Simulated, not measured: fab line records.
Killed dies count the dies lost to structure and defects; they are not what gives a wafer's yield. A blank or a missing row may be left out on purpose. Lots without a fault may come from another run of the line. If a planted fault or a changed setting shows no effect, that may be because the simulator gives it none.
Which tool was responsible? + flow nand_harc + 18 wafers from 6 lots sampled at 5 of the route's 1302 steps

WHAT THE GAUGES READ, wafer by wafer
NHARC_END_SORT_01.
lot + measured + on + killed_at_array

TOOL THAT RAN EACH LOT (tool first, then ch and the chambers of the sampled wafers, then the start)
| lot  | NHARC_A_SLIT_ETCH_26             | NHARC_A_WL_FILL_ETCHBACK_05       | NHARC_A_WL_FILL_STRIP_27             | NHARC_A_WL_FILL_ETCHBACK_16        |
|------|----------------------------------|-----------------------------------|--------------------------------------|------------------------------------|
| L837 | har_etch-02 ch 0,1, day 20 16:02 | rie_metal-03 ch 0,1, day 21 01:41 | plasma_asher-01 ch 0,1, day 21 01:50 | rie_diel-03 ch 1,3, day 21 12:07   |
| L845 | har_etch-02 ch 0,1, day 24 05:37 | rie_metal-01 ch 0,1, day 24 15:19 | plasma_asher-01 ch 0,1, day 24 15:28 | rie_diel-13 ch 0,1,3, day 25 04:28 |
| L847 | har_etch-02 ch 0,1, day 26 02:08 | rie_metal-02 ch 0,1, day 26 12:46 | plasma_asher-02 ch 0,1, day 26 12:55 | rie_diel-13 ch 1,3, day 26 22:22   |
| L853 | har_etch-02 ch 0,1, day 27 19:20 | rie_metal-01 ch 0,1, day 28 04:55 | plasma_asher-02 ch 0,1, day 28 05:03 | rie_diel-13 ch 0,1,2, day 28 18:01 |
| L855 | har_etch-02 ch 0, day 28 08:21   | rie_metal-01 ch 0,1, day 28 18:56 | plasma_asher-01 ch 0,1, day 28 19:07 | rie_diel-13 ch 0,1,2, day 29 08:07 |
| L856 | har_etch-02 ch 0,1, day 29 02:43 | rie_metal-01 ch 0, day 29 11:23   | plasma_asher-02 ch 0,1, day 29 11:35 | rie_diel-02 ch 0,1,2, day 29 21:08 |
- NHARC_A_SLIT_ETCH_26: etches the open film in C4F8/O2/Ar, time 90 s, target depth 400 nm.
- NHARC_A_WL_FILL_ETCHBACK_05: etches the open film in Cl2/BCl3, target depth 22 nm, time 60 s.
- NHARC_A_WL_FILL_STRIP_27: strips in N2/H2, time 20 s.
- NHARC_A_WL_FILL_ETCHBACK_16: etches the open film in C4F8/O2/Ar, target depth 120 nm, time 24 s.

THE ANSWER, worked out from the rows above alone
Rule: usual is defined by the lots themselves. The widest of any qualifying gaps counts: lots, ordered by their means at a reading, are off when they make up no more than a third of the lots, leave a main group of 4 or more, and stand apart from it by 3 or more times the standard deviation of that group's means. A main group is skipped when, at the precision printed for the reading in the tables above, its means are all equal. A lot without any number at a reading at which 4 lots or more have one is off too. Where the step has rows for the other lots, those lots are counted as sound.
No lot is off at any reading shown: from this, nothing can be told.

WHAT WAS PUT IN BY THE SIMULATOR
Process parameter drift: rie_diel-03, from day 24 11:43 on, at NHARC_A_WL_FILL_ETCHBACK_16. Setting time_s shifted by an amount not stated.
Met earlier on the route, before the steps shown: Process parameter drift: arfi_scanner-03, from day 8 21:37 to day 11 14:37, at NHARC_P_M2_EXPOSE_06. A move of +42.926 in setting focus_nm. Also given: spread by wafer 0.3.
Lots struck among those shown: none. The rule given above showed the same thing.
